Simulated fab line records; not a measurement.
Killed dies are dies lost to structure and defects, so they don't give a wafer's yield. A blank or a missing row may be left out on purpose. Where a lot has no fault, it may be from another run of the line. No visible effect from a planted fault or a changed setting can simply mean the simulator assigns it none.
fab line records	flow n5_finfet
record: lots: 24	wafers: 72	last_day: 18
route steps=1938 shown BEOL_M9@1468 BEOL_M10@1485 BEOL_M11@1549
lots that met no fault: taken from a fault-free run of the same line
start_h: start of the lot's first displayed wafer, in hours after the record's first day	wait_h: hours since the lot's step before	" same as the row above	L1.1+2: one row covering several wafers at once	- no value, or no start given	* or withheld: withheld	< > ~ a bound
route shown NAME@n: names a module that has steps shown in the file, with the first one's number in the route	usual: mean/standard deviation of fault-free wafers	same: alike in all rows	chamber/n: place in a boat	sites: each site's reading	_std_site: standard deviation of those values	_edge_site: mean of outer sites minus mean of inner sites	radius_mm: how far each site lies from the wafer's centre	mask NAME#n: copy n	behind: tool/chamber where the wafer was last shaped	hold: what put the lot on hold/how long, in hours/how the hold closed	device: the transistor (n, p or np) that didn't switch	end of line: at the end of the route, the tests of the same wafers	a step given without rows: its recipe and nothing more	killed: dies that structure and defects cost at the first sort, which is not the same as the wafer's yield	map: per-die view of a wafer (x killed, . not killed, _ where there is no die)
set.NAME: the run value of the setting; set.NAME@STEP: its run value at that earlier step	model.NAME: the simulator's own value behind a step, which no gauge read
steps of the route over a sample of lots; a table a step, a row a wafer
services: when a tool's chamber went out of use (start_h, in hours from the record's first day, below 0 if earlier), for how many hours, and the reason
== steps ==
step: N5_BEOL_M9_RS_MEAS_57
recipe: thk_meas_gauge: four-point-probe	reads: Cu_of_BEOL_M9_ECD_50+Co_of_BEOL_M9_CVD_78+TaN_of_BEOL_M9_ALD_74
usual: M9_RS: 0.150/0.0036
lot.wafer	tool	chamber	start_h	wait_h	M9_RS[ohm/sq]
L075.3	film_metro-01	-	207.64	0.1	0.151
L075.4	"	-	"	"	0.155
L075.6	"	-	"	"	0.155
L077.1	film_metro-02	-	223.58	0.1	0.155
L077.2	"	-	"	"	0.154
L077.3	"	-	"	"	0.154
L074.2	film_metro-02	-	223.97	0.1	0.152
L074.5	"	-	"	"	0.154
L074.6	"	-	"	"	0.145
L076.1	film_metro-01	-	226.45	0.1	0.156
L076.3	"	-	"	"	0.148
L076.5	"	-	"	"	0.144
L079.3	film_metro-01	-	237.26	0.1	0.153
L079.5	"	-	"	"	0.154
L079.6	"	-	"	"	0.154
L078.1	film_metro-01	-	237.55	0.1	0.150
L078.5	"	-	"	"	0.150
L078.6	"	-	"	"	0.152
L080.3	film_metro-01	-	244.17	0.1	0.148
L080.4	"	-	"	"	0.154
L080.6	"	-	"	"	0.147
L081.3	film_metro-02	-	250.38	0.1	0.152
L081.4	"	-	"	"	0.153
L081.5	"	-	"	"	0.153
L082.2	film_metro-01	-	251.60	0.1	0.153
L082.3	"	-	"	"	0.149
L082.6	"	-	"	"	0.150
L083.2	film_metro-01	-	256.32	0.1	0.148
L083.5	"	-	"	"	0.150
L083.6	"	-	"	"	0.149
L084.1	film_metro-01	-	270.93	0.1	0.152
L084.3	"	-	"	"	0.153
L084.5	"	-	"	"	0.151
L085.1	film_metro-01	-	279.58	0.1	0.148
L085.3	"	-	"	"	0.145
L085.4	"	-	"	"	0.147
L086.2	film_metro-01	-	287.60	0.1	0.145
L086.4	"	-	"	"	0.147
L086.5	"	-	"	"	0.146
L087.1	film_metro-01	-	303.89	0.1	0.155
L087.4	"	-	"	"	0.149
L087.5	"	-	"	"	0.155
L089.1	film_metro-01	-	309.68	0.1	0.150
L089.4	"	-	"	"	0.153
L089.6	"	-	"	"	0.151
L088.2	film_metro-01	-	310.55	0.1	0.147
L088.5	"	-	"	"	0.149
L088.6	"	-	"	"	0.149
L090.2	film_metro-01	-	317.13	0.1	0.153
L090.4	"	-	"	"	0.145
L090.5	"	-	"	"	0.154
L091.2	film_metro-02	-	321.12	0.1	0.146
L091.5	"	-	"	"	0.153
L091.6	"	-	"	"	0.152
L093.1	film_metro-02	-	329.74	0.1	0.144
L093.2	"	-	"	"	0.146
L093.6	"	-	"	"	0.145
L094.1	film_metro-01	-	333.79	0.1	0.153
L094.4	"	-	"	"	0.145
L094.5	"	-	"	"	0.153
L092.4	film_metro-02	-	334.38	0.0	0.147
L092.5	"	-	"	"	0.145
L092.6	"	-	"	"	0.150
L095.1	film_metro-02	-	341.77	0.1	0.143
L095.3	"	-	"	"	0.150
L095.4	"	-	"	"	0.149
L096.3	film_metro-01	-	350.50	0.1	0.146
L096.4	"	-	"	"	0.148
L096.6	"	-	"	"	0.146
L097.2	film_metro-01	-	353.75	0.1	0.152
L097.3	"	-	"	"	0.151
L097.5	"	-	"	"	0.143
step: N5_BEOL_M10_INSPECT_13
recipe: mode: adi	inspect_instrument: brightfield
usual: raw_defect_count: 402/100
lot.wafer	tool	chamber	start_h	wait_h	raw_defect_count
L075.3	defect_inspect-02	-	209.87	0.0	484
L075.4	"	-	"	"	374
L075.6	"	-	"	"	500
L077.1	defect_inspect-01	-	226.11	0.0	322
L077.2	"	-	"	"	286
L077.3	"	-	"	"	592
L074.2	defect_inspect-01	-	226.58	0.0	311
L074.5	"	-	"	"	272
L074.6	"	-	"	"	274
L076.1	defect_inspect-02	-	228.49	0.0	481
L076.3	"	-	"	"	437
L076.5	"	-	"	"	399
L079.3	defect_inspect-01	-	239.09	0.0	349
L079.5	"	-	"	"	272
L079.6	"	-	"	"	370
L078.1	defect_inspect-01	-	239.60	0.0	348
L078.5	"	-	"	"	358
L078.6	"	-	"	"	393
L080.3	defect_inspect-01	-	246.43	0.0	504
L080.4	"	-	"	"	637
L080.6	"	-	"	"	459
L081.3	defect_inspect-01	-	251.90	0.0	474
L081.4	"	-	"	"	462
L081.5	"	-	"	"	484
L082.2	defect_inspect-02	-	252.86	0.0	388
L082.3	"	-	"	"	486
L082.6	"	-	"	"	435
L083.2	defect_inspect-02	-	259.17	0.0	401
L083.5	"	-	"	"	424
L083.6	"	-	"	"	454
L084.1	defect_inspect-01	-	273.62	0.0	340
L084.3	"	-	"	"	236
L084.5	"	-	"	"	377
L085.1	defect_inspect-01	-	281.66	0.0	230
L085.3	"	-	"	"	248
L085.4	"	-	"	"	362
L086.2	defect_inspect-01	-	289.14	0.0	372
L086.4	"	-	"	"	284
L086.5	"	-	"	"	225
L087.1	defect_inspect-01	-	307.93	0.0	227
L087.4	"	-	"	"	321
L087.5	"	-	"	"	316
L089.1	defect_inspect-01	-	311.99	0.0	321
L089.4	"	-	"	"	296
L089.6	"	-	"	"	282
L088.2	defect_inspect-02	-	312.16	0.0	555
L088.5	"	-	"	"	483
L088.6	"	-	"	"	372
L090.2	defect_inspect-02	-	319.91	0.0	532
L090.4	"	-	"	"	401
L090.5	"	-	"	"	618
L091.2	defect_inspect-02	-	323.72	0.0	459
L091.5	"	-	"	"	554
L091.6	"	-	"	"	477
L093.1	defect_inspect-02	-	332.02	0.0	409
L093.2	"	-	"	"	327
L093.6	"	-	"	"	315
L094.1	defect_inspect-02	-	336.31	0.0	418
L094.4	"	-	"	"	488
L094.5	"	-	"	"	331
L092.4	defect_inspect-02	-	337.01	0.0	493
L092.5	"	-	"	"	409
L092.6	"	-	"	"	373
L095.1	defect_inspect-02	-	343.12	0.0	562
L095.3	"	-	"	"	638
L095.4	"	-	"	"	567
L096.3	defect_inspect-02	-	352.55	0.0	389
L096.4	"	-	"	"	366
L096.6	"	-	"	"	378
L097.2	defect_inspect-01	-	355.39	0.0	262
L097.3	"	-	"	"	393
L097.5	"	-	"	"	356
step: N5_BEOL_M10_ETCH_62
recipe: chemistry: N2/H2	target: SOC	target_depth_a: 1100	overetch_a: 220	mask_material: SiARC	temp_c: 40	time_s: 165	ion_energy_ev: 200	pressure_mtorr: 30	source_w: 840	bias_w: 150	n2_flow_sccm: 200	h2_flow_sccm: 200
usual: drypump_motor_current_A: 5.5/0.47	oes_product_au: 0.69/0.059	rf_vpp_V: 524.1/2.4	showerhead_plenum_p_Torr: 2.55/0.084	throttle_valve_pct: 17.57/0.24
lot.wafer	tool	chamber	start_h	wait_h	drypump_motor_current_A	oes_product_au	rf_hours_counter_h	rf_vpp_V	showerhead_plenum_p_Torr	throttle_valve_pct
L075.3	rie_diel-05	1	210.23	0.0	4.9	0.76	28	522.4	2.48	17.13
L075.4	"	1	"	"	4.9	0.76	-	522.3	2.48	17.15
L075.6	"	0	"	"	5.3	0.68	-	521.8	2.46	17.65
L077.1	rie_diel-02	1	226.37	0.0	6.0	0.60	235	525.8	2.61	18.02
L077.2	"	2	"	"	5.4	0.73	56	527.7	2.68	17.27
L077.3	"	0	"	"	5.7	0.68	88	522.2	2.46	17.35
L074.2	rie_diel-05	3	226.70	0.0	5.4	0.83	4	523.3	2.51	17.47
L074.5	"	0	"	"	5.3	0.67	-	520.9	2.45	17.65
L074.6	"	3	"	"	5.4	0.81	-	523.4	2.51	17.45
L076.1	rie_diel-02	2	228.61	0.0	5.3	0.73	57	526.6	2.68	17.27
L076.3	"	3	"	"	5.8	0.67	130	523.3	2.55	17.69
L076.5	"	0	"	"	5.7	0.68	-	522.4	2.46	17.40
L079.3	rie_diel-02	3	239.21	0.0	5.8	0.66	133	524.2	2.55	17.70
L079.5	"	2	"	"	5.4	0.73	-	527.4	2.68	17.28
L079.6	"	3	"	"	5.8	0.65	-	524.1	2.55	17.71
L078.1	rie_diel-05	0	239.91	0.0	5.3	0.66	131	521.2	2.45	17.68
L078.5	"	3	"	"	5.4	0.80	-	522.3	2.51	17.46
L078.6	"	0	"	"	5.3	0.66	-	520.3	2.45	17.68
L080.3	rie_diel-02	1	246.55	0.0	6.0	0.59	242	526.3	2.61	18.02
L080.4	"	3	"	"	5.8	0.66	136	523.4	2.55	17.71
L080.6	"	2	"	"	5.4	0.72	-	526.0	2.68	17.30
L081.3	rie_diel-02	3	252.26	0.0	5.8	0.65	139	522.3	2.55	17.72
L081.4	"	1	"	"	6.0	0.59	244	525.9	2.61	18.02
L081.5	"	2	"	"	5.3	0.73	-	527.4	2.68	17.29
L082.2	rie_diel-05	0	253.27	0.0	5.3	0.66	136	521.0	2.45	17.67
L082.3	"	1	"	"	4.8	0.74	47	522.4	2.48	17.17
L082.6	"	3	"	"	5.4	0.79	-	523.9	2.50	17.46
L083.2	rie_diel-06	1	259.29	0.0	5.1	0.77	8	522.5	2.49	17.36
L083.5	"	3	"	"	6.6	0.59	-	524.6	2.59	17.96
L083.6	"	0	"	"	5.0	0.72	-	528.0	2.69	17.47
L084.1	rie_diel-05	3	273.74	0.0	5.4	0.78	21	523.0	2.50	17.49
L084.3	"	2	"	"	5.6	0.64	148	522.4	2.54	17.74
L084.5	"	1	"	"	4.8	0.72	-	522.0	2.47	17.19
L085.1	rie_diel-06	1	281.93	0.0	5.1	0.75	15	522.9	2.49	17.40
L085.3	"	3	"	"	6.6	0.58	247	524.6	2.59	17.98
L085.4	"	0	"	"	5.0	0.71	-	527.7	2.69	17.49
L086.2	rie_diel-06	3	289.49	0.0	6.6	0.59	250	525.4	2.59	17.98
L086.4	"	0	"	"	5.0	0.72	-	527.7	2.68	17.50
L086.5	"	3	"	"	6.6	0.58	-	525.1	2.59	18.00
L087.1	rie_diel-05	3	308.05	0.0	5.4	0.76	33	522.9	2.50	17.50
L087.4	"	1	"	"	4.9	0.71	67	521.7	2.47	17.19
L087.5	"	0	"	"	5.3	0.64	-	520.8	2.44	17.72
L089.1	rie_diel-02	3	312.11	0.0	5.8	0.64	161	524.5	2.54	17.76
L089.4	"	0	"	"	5.7	0.65	120	519.2	2.45	17.43
L089.6	"	3	"	"	5.8	0.64	-	523.6	2.54	17.75
L088.2	rie_diel-02	2	312.36	0.0	5.4	0.69	87	528.3	2.67	17.33
L088.5	"	2	"	"	5.4	0.69	-	527.0	2.67	17.32
L088.6	"	1	"	"	6.0	0.79	-	525.0	2.60	17.68
L090.2	rie_diel-02	2	320.03	0.0	5.4	0.70	90	527.7	2.67	17.33
L090.4	"	1	"	"	6.0	0.78	9	526.2	2.60	17.68
L090.5	"	1	"	"	6.0	0.77	-	526.7	2.60	17.70
L091.2	rie_diel-05	2	323.84	0.0	5.6	0.64	166	524.6	2.53	17.76
L091.5	"	2	"	"	5.6	0.63	-	524.0	2.53	17.77
L091.6	"	1	"	"	4.9	0.70	-	522.3	2.47	17.21
L093.1	rie_diel-06	1	332.24	0.0	5.1	0.73	36	522.6	2.48	17.42
L093.2	"	2	"	"	6.5	0.79	13	528.3	2.70	17.99
L093.6	"	0	"	"	5.0	0.69	-	526.3	2.68	17.53
L094.1	rie_diel-02	3	336.43	0.0	5.8	0.64	170	522.3	2.54	17.80
L094.4	"	0	"	"	5.7	0.65	128	521.2	2.44	17.43
L094.5	"	3	"	"	5.8	0.64	-	523.4	2.54	17.79
L092.4	rie_diel-02	0	337.33	0.0	5.7	0.65	129	521.0	2.44	17.44
L092.5	"	1	"	"	6.0	0.76	-	525.7	2.60	17.69
L092.6	"	2	"	"	5.3	0.70	-	527.9	2.67	17.35
L095.1	rie_diel-05	2	343.29	0.0	5.7	0.63	169	524.3	2.53	17.79
L095.3	"	1	"	"	4.9	0.69	78	523.4	2.46	17.22
L095.4	"	0	"	"	5.3	0.64	167	520.2	2.43	17.74
L096.3	rie_diel-05	3	352.67	0.0	5.4	0.74	48	522.3	2.49	17.52
L096.4	"	2	"	"	5.7	0.63	172	521.5	2.53	17.77
L096.6	"	2	"	"	5.6	0.63	-	523.6	2.53	17.81
L097.2	rie_diel-06	3	355.51	0.0	6.6	0.80	16	524.1	2.58	17.57
L097.3	"	0	"	"	5.0	0.68	115	526.5	2.67	17.53
L097.5	"	3	"	"	6.6	0.80	-	524.8	2.58	17.56
step: N5_BEOL_M11_CD_MEAS_11
recipe: target_cd_nm: 64.1	landing_energy_ev: 500	detector: se_inlens	polarity: opening
usual: cd_nm: 64.0/0.52
lot.wafer	tool	chamber	start_h	wait_h	cd_nm
L075.3	cd_sem-03	0	216.74	-	64.7
L075.4	"	0	"	"	63.7
L075.6	"	0	"	"	64.3
L074.2	cd_sem-03	0	232.67	-	63.0
L074.5	"	0	"	"	64.1
L074.6	"	0	"	"	63.6
L077.1	cd_sem-01	0	232.89	-	64.3
L077.2	"	0	"	"	64.8
L077.3	"	0	"	"	64.9
L076.1	cd_sem-02	0	235.64	-	63.6
L076.3	"	0	"	"	64.1
L076.5	"	0	"	"	63.7
L079.3	cd_sem-01	0	245.14	-	63.3
L079.5	"	0	"	"	64.0
L079.6	"	0	"	"	63.9
L078.1	cd_sem-01	0	246.60	-	64.9
L078.5	"	0	"	"	64.5
L078.6	"	0	"	"	64.9
L080.3	cd_sem-01	0	255.62	-	64.6
L080.4	"	0	"	"	64.0
L080.6	"	0	"	"	64.2
L081.3	cd_sem-01	0	259.52	-	63.9
L081.4	"	0	"	"	63.9
L081.5	"	0	"	"	64.1
L082.2	cd_sem-03	0	260.74	-	63.5
L082.3	"	0	"	"	63.7
L082.6	"	0	"	"	63.9
L083.2	cd_sem-02	0	268.40	-	63.6
L083.5	"	0	"	"	64.3
L083.6	"	0	"	"	63.5
L084.1	cd_sem-02	0	285.18	-	63.5
L084.3	"	0	"	"	63.4
L084.5	"	0	"	"	63.9
L085.1	cd_sem-02	0	288.99	-	64.0
L085.3	"	0	"	"	64.8
L085.4	"	0	"	"	64.6
L086.2	cd_sem-01	0	298.04	-	64.1
L086.4	"	0	"	"	64.3
L086.5	"	0	"	"	64.5
L087.1	cd_sem-02	0	315.66	-	64.2
L087.4	"	0	"	"	63.6
L087.5	"	0	"	"	64.4
L089.1	cd_sem-03	0	320.12	-	63.8
L089.4	"	0	"	"	63.9
L089.6	"	0	"	"	63.9
L088.2	cd_sem-03	0	320.36	-	64.5
L088.5	"	0	"	"	64.6
L088.6	"	0	"	"	64.1
L090.2	cd_sem-02	0	326.17	-	65.1
L090.4	"	0	"	"	64.7
L090.5	"	0	"	"	64.6
L091.2	cd_sem-02	0	329.91	-	63.7
L091.5	"	0	"	"	63.3
L091.6	"	0	"	"	63.7
L093.1	cd_sem-03	0	342.98	-	63.7
L093.2	"	0	"	"	64.1
L093.6	"	0	"	"	63.9
L094.1	cd_sem-01	0	345.55	-	62.7
L094.4	"	0	"	"	63.4
L094.5	"	0	"	"	63.1
L092.4	cd_sem-01	0	346.45	-	63.4
L092.5	"	0	"	"	63.8
L092.6	"	0	"	"	63.8
L095.1	cd_sem-01	0	349.50	-	63.5
L095.3	"	0	"	"	64.1
L095.4	"	0	"	"	64.7
L096.3	cd_sem-02	0	358.39	-	63.5
L096.4	"	0	"	"	64.1
L096.6	"	0	"	"	64.0
L097.2	cd_sem-02	0	367.52	-	64.9
L097.3	"	0	"	"	63.9
L097.5	"	0	"	"	64.6
step: N5_BEOL_M11_OVL_MEAS_12
recipe: points_per_wafer: 44
usual: M11_OVL: -0.2/0.85
lot.wafer	tool	chamber	start_h	wait_h	M11_OVL[nm]
L075.3	overlay-01	0	216.77	0.0	-0.3
L075.4	"	0	"	"	0.5
L075.6	"	0	"	"	-0.3
L074.2	overlay-02	0	232.70	0.0	-0.2
L074.5	"	0	"	"	-0.7
L074.6	"	0	"	"	0.2
L077.1	overlay-01	0	232.92	0.0	-0.6
L077.2	"	0	"	"	0.7
L077.3	"	0	"	"	0.1
L076.1	overlay-01	0	235.67	0.0	-1.1
L076.3	"	0	"	"	-1.1
L076.5	"	0	"	"	0.0
L079.3	overlay-01	0	245.16	0.0	-0.5
L079.5	"	0	"	"	1.1
L079.6	"	0	"	"	0.7
L078.1	overlay-02	0	246.63	0.0	0.3
L078.5	"	0	"	"	0.2
L078.6	"	0	"	"	0.7
L080.3	overlay-01	0	255.64	0.0	0.1
L080.4	"	0	"	"	0.6
L080.6	"	0	"	"	0.5
L081.3	overlay-02	0	259.54	0.0	-0.4
L081.4	"	0	"	"	-0.4
L081.5	"	0	"	"	-0.6
L082.2	overlay-02	0	260.77	0.0	0.1
L082.3	"	0	"	"	0.5
L082.6	"	0	"	"	1.2
L083.2	overlay-02	0	268.43	0.0	-1.0
L083.5	"	0	"	"	0.2
L083.6	"	0	"	"	-0.2
L084.1	overlay-02	0	285.21	0.0	-0.2
L084.3	"	0	"	"	0.7
L084.5	"	0	"	"	-0.5
L085.1	overlay-02	0	289.02	0.0	-0.8
L085.3	"	0	"	"	-0.5
L085.4	"	0	"	"	-1.0
L086.2	overlay-01	0	298.07	0.0	-0.8
L086.4	"	0	"	"	-1.0
L086.5	"	0	"	"	0.2
L087.1	overlay-01	0	315.69	0.0	0.4
L087.4	"	0	"	"	-0.1
L087.5	"	0	"	"	0.1
L089.1	overlay-01	0	320.15	0.0	-0.6
L089.4	"	0	"	"	-0.7
L089.6	"	0	"	"	-0.4
L088.2	overlay-02	0	320.39	0.0	-2.6
L088.5	"	0	"	"	-0.4
L088.6	"	0	"	"	-2.8
L090.2	overlay-02	0	326.20	0.0	1.3
L090.4	"	0	"	"	1.0
L090.5	"	0	"	"	-0.1
L091.2	overlay-02	0	329.94	0.0	-0.6
L091.5	"	0	"	"	-1.9
L091.6	"	0	"	"	-0.4
L093.1	overlay-02	0	343.01	0.0	-0.1
L093.2	"	0	"	"	0.8
L093.6	"	0	"	"	0.5
L094.1	overlay-02	0	345.58	0.0	-1.6
L094.4	"	0	"	"	0.2
L094.5	"	0	"	"	-1.2
L092.4	overlay-01	0	346.48	0.0	0.5
L092.5	"	0	"	"	1.0
L092.6	"	0	"	"	0.4
L095.1	overlay-01	0	349.53	0.0	-2.1
L095.3	"	0	"	"	-0.7
L095.4	"	0	"	"	-0.9
L096.3	overlay-01	0	358.42	0.0	0.0
L096.4	"	0	"	"	-0.6
L096.6	"	0	"	"	0.6
L097.2	overlay-01	0	367.55	0.0	-1.0
L097.3	"	0	"	"	-1.4
L097.5	"	0	"	"	-1.0
step: N5_BEOL_M11_SURFACE_TREAT_76
recipe: gas: Ar	time_s: *	ion_energy_ev: *	ion_current_ma_cm2: 0.5	pressure_mtorr: *	ar_flow_sccm: 30
usual: throttle_valve_pct: *
lot.wafer	tool	chamber	start_h	wait_h	throttle_valve_pct
L075.3	pvd_sputter-02	-	221.66	0.2	*
L075.4	"	-	"	"	*
L075.6	"	-	"	"	*
L074.2	pvd_sputter-03	-	236.35	0.2	*
L074.5	"	-	"	"	*
L074.6	"	-	"	"	*
L077.1	pvd_sputter-02	-	237.42	0.2	*
L077.2	"	-	"	"	*
L077.3	"	-	"	"	*
L076.1	pvd_sputter-02	-	239.12	0.2	*
L076.3	"	-	"	"	*
L076.5	"	-	"	"	*
L079.3	pvd_sputter-03	-	249.79	0.2	*
L079.5	"	-	"	"	*
L079.6	"	-	"	"	*
L078.1	pvd_sputter-03	-	250.17	0.2	*
L078.5	"	-	"	"	*
L078.6	"	-	"	"	*
L080.3	pvd_sputter-02	-	260.20	0.2	*
L080.4	"	-	"	"	*
L080.6	"	-	"	"	*
L081.3	pvd_sputter-02	-	264.32	0.2	*
L081.4	"	-	"	"	*
L081.5	"	-	"	"	*
L082.2	pvd_sputter-01	-	264.75	0.2	*
L082.3	"	-	"	"	*
L082.6	"	-	"	"	*
L083.2	pvd_sputter-03	-	274.45	0.4	*
L083.5	"	-	"	"	*
L083.6	"	-	"	"	*
L084.1	pvd_sputter-02	-	288.77	0.2	*
L084.3	"	-	"	"	*
L084.5	"	-	"	"	*
L085.1	pvd_sputter-01	-	291.91	0.2	*
L085.3	"	-	"	"	*
L085.4	"	-	"	"	*
L086.2	pvd_sputter-03	-	302.10	0.2	*
L086.4	"	-	"	"	*
L086.5	"	-	"	"	*
L087.1	pvd_sputter-02	-	319.96	0.2	*
L087.4	"	-	"	"	*
L087.5	"	-	"	"	*
L088.2	pvd_sputter-01	-	324.12	0.2	*
L088.5	"	-	"	"	*
L088.6	"	-	"	"	*
L089.1	pvd_sputter-01	-	324.52	0.4	*
L089.4	"	-	"	"	*
L089.6	"	-	"	"	*
L090.2	pvd_sputter-02	-	330.47	0.2	*
L090.4	"	-	"	"	*
L090.5	"	-	"	"	*
L091.2	pvd_sputter-03	-	332.69	0.2	*
L091.5	"	-	"	"	*
L091.6	"	-	"	"	*
L093.1	pvd_sputter-02	-	346.65	0.4	*
L093.2	"	-	"	"	*
L093.6	"	-	"	"	*
L094.1	pvd_sputter-01	-	348.90	0.4	*
L094.4	"	-	"	"	*
L094.5	"	-	"	"	*
L092.4	pvd_sputter-01	-	349.30	0.4	*
L092.5	"	-	"	"	*
L092.6	"	-	"	"	*
L095.1	pvd_sputter-01	-	352.84	0.3	*
L095.3	"	-	"	"	*
L095.4	"	-	"	"	*
L096.3	pvd_sputter-01	-	361.47	0.2	*
L096.4	"	-	"	"	*
L096.6	"	-	"	"	*
L097.2	pvd_sputter-01	-	381.37	0.2	*
L097.3	"	-	"	"	*
L097.5	"	-	"	"	*
== services ==
tool	chamber	start_h	hours	kind
rie_diel-06	-	195.13	28.1	pm
rie_diel-05	3	198.03	-	clean
rie_diel-05	3	198.03	-	consumable_replace:focus_ring
rie_diel-05	3	198.03	19.4	scheduled_down
rie_diel-05	3	198.03	19.4	vent_cycle
rie_diel-06	1	223.23	-	clean
rie_diel-06	1	223.23	-	consumable_replace:focus_ring
rie_diel-06	1	223.23	18.1	scheduled_down
rie_diel-06	1	223.23	18.1	vent_cycle
rie_diel-05	-	250.18	0.4	repair
rie_diel-02	1	268.76	-	clean
rie_diel-02	1	268.76	-	consumable_replace:focus_ring
rie_diel-02	1	268.76	20.5	scheduled_down
rie_diel-02	1	268.76	20.5	vent_cycle
rie_diel-06	2	280.14	-	clean
rie_diel-06	2	280.14	-	consumable_replace:focus_ring
rie_diel-06	2	280.14	-	consumable_replace:showerhead
rie_diel-06	2	280.14	20.4	scheduled_down
pvd_sputter-03	-	309.90	0.8	repair
rie_diel-05	2	325.98	13.5	repair
rie_diel-05	-	330.64	3.9	repair
pvd_sputter-01	-	335.20	1.6	repair
rie_diel-05	3	336.29	3.1	repair
rie_diel-02	1	370.04	5.3	repair
== key ==
fault none
